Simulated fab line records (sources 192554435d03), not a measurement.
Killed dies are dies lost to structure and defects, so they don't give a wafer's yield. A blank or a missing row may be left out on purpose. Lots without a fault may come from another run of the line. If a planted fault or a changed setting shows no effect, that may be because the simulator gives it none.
Matching of chambers ; flow n5 finfet ; N5_HKMG_FIN_ETCH_31 on rie diel-05: 4 sister chambers
The step etches SiARC in CF4, target depth 45.5 nm, time 75.8 s. 4 wafers are shown with their chamber, then 7 later ones without.

WAFERS PAIRED WITH THEIR CHAMBERS
wafer;chamber;drypump motor current A (A)
L082.5;3;5.3
L084.6;0;6.4
L088.3;1;5.2
L088.4;2;5.8

WAFERS WHOSE CHAMBER IS MISSING
wafer;drypump motor current A (A)
L088.5;6.4
L094.1;5.1
L094.4;5.8
L094.6;5.2
L096.3;5.8
L096.4;5.8
L096.5;5.1

THE CHAMBER EACH PASSED THROUGH
wafer;from the rows above;in truth
L088.5;0;0
L094.1;can't be placed: 1 or 3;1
L094.4;2;2
L094.6;can't be placed: 1 or 3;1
L096.3;2;2
L096.4;2;2
L096.5;can't be placed: 1 or 3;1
Placed correctly: 4 of 7. Not placeable from these rows: 3 (in 3, the candidates include the true chamber). Wrongly placed: 0.
How it was worked out, from the rows above alone: a wafer's distance from a chamber is the root of the sum, over the readings, of the square of ((its reading less the chamber's mean) divided by the reading's scatter). If the next closest chamber is less than 2 further off than the closest, the wafer can't be placed; otherwise it belongs to the closest. Each chamber's mean is taken over the wafers shown for it. The scatter: root of mean squared gap, hidden wafer to nearest shown wafer, with one shown wafer a chamber.
